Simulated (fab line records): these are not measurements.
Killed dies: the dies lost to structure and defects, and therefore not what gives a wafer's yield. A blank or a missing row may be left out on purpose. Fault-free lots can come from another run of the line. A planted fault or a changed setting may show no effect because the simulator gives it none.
Code-filled problem report in 8D (eight disciplines) form	flow n5Finfet	the parts of the form that need people (team, actions taken, sign-off) are left out

## 1. THE ISSUE
CJ_P at N5_BEOL_M4_RC_MEAS_101 reads a mean of 4.66 on 2 wafers of 2 lots; wafers without a fault read 5.77 with a standard deviation of 0.18. That puts it -6.2 standard deviations away from the usual mean.
Seen first at day 10 22:28 on prober-02, wafer L598.2. At this step, 22 wafers from 8 lots have a number in the record. The rule behind "out" and "out of limits": a value lying over 4 standard deviations away from the usual mean. The rest of the wafers with a number are treated as sound.

## 2. WHAT IT IS AND WHAT IT IS NOT
question	is	is not
which readings at this step	CJ_P	DIBL_N, DIBL_P, IOFF_N, IOFF_P, ION_N, SS_N, SS_P, VT_N
which lots	L598, L600	L590, L591, L592, L602, L606, L607
which wafers of those lots	L598.2, L600.4	L598.3, L598.5, L600.6
read on which gauges	prober-01, prober-02	-
when	from day 10 22:28	up to then (10 sound wafers); but 10 sound wafers of L600, L602, L606, L607 came after

## 3. THE SUSPECTS, EACH WITH WHAT RULES IT OUT
Counting: if a tool at a process step up to the reading ran every lot that is out, it stays a suspect. Sound lots after the first of them don't rule it out here, since some wafers of a struck lot are sound.
- the gauge at N5_BEOL_M4_RC_MEAS_101: ruled out. The wafers that are out were read on 2 gauges (prober-01, prober-02).
- rieSi-05 at N5_SD_EPI_P_SD_RECESS_17 (chemistry HBr/Cl2/O2, target depth 39.1 nm, bt time 3 s): kept. It processed each lot that is out (first: L598, day 6 11:46); up to then, its last sound lot is L591 (day 4 17:08).
The count leaves rieSi-05 at N5_SD_EPI_P_SD_RECESS_17.

## 4. THE CAUSE (what the simulator had put in)
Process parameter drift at N5_SD_EPI_P_SD_RECESS_17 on rieSi-05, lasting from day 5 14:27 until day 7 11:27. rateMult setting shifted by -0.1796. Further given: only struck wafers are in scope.
This tool alone remained once counting was done.

## 5. THE CHAIN OF EFFECTS, in route order
Each row: a reading where the mean over the struck wafers with a number is more than 3 standard deviations away from the usual. Only readings whose record carries a usual standard deviation are examined. hours: median over the lots of the time between each lot's start at the first step of this table that gives one and its start at this step. sigmas: the change, counted in usual standard deviations.
hours	step	reading	usual	on struck wafers	change	sigmas
0	N5_SD_EPI_P_SD_RECESS_17	oesProductAu	1.013 a.u.	0.960	-0.052	-3.5
110	N5_BEOL_M4_RC_MEAS_101	CJ_P	5.77	4.66	-1.11	-6.2
110	N5_BEOL_M4_RC_MEAS_101	ION_P	469 uA/um	439	-30	-3.5
214	N5_PASSIVATION_PROBE_49	sort_bin_8_speed	0.00 %	0.59	+0.59	+35
It contains these process steps:
- N5_SD_EPI_P_SD_RECESS_17: chemistry HBr/Cl2/O2, target depth 39.1 nm, bt time 3 s.
- N5_PASSIVATION_PROBE_49

## 6. WHAT WOULD HAVE CAUGHT IT SOONER
The first out-of-limits reading at a measuring or inspecting step in this record came at day 10 22:28, 128 hours after the fault's start at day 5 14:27.
Tool readings at N5_SD_EPI_P_SD_RECESS_17 with a usual standard deviation given in the record: none out on any struck wafer, hence no alarm at a limit of 4 standard deviations on them.
The start of N5_SD_EPI_P_SD_RECESS_17 on rieSi-05 came by day 10 22:28 for every one of the lots that are out (2). None of them would have been spared by holding the tool at that moment.
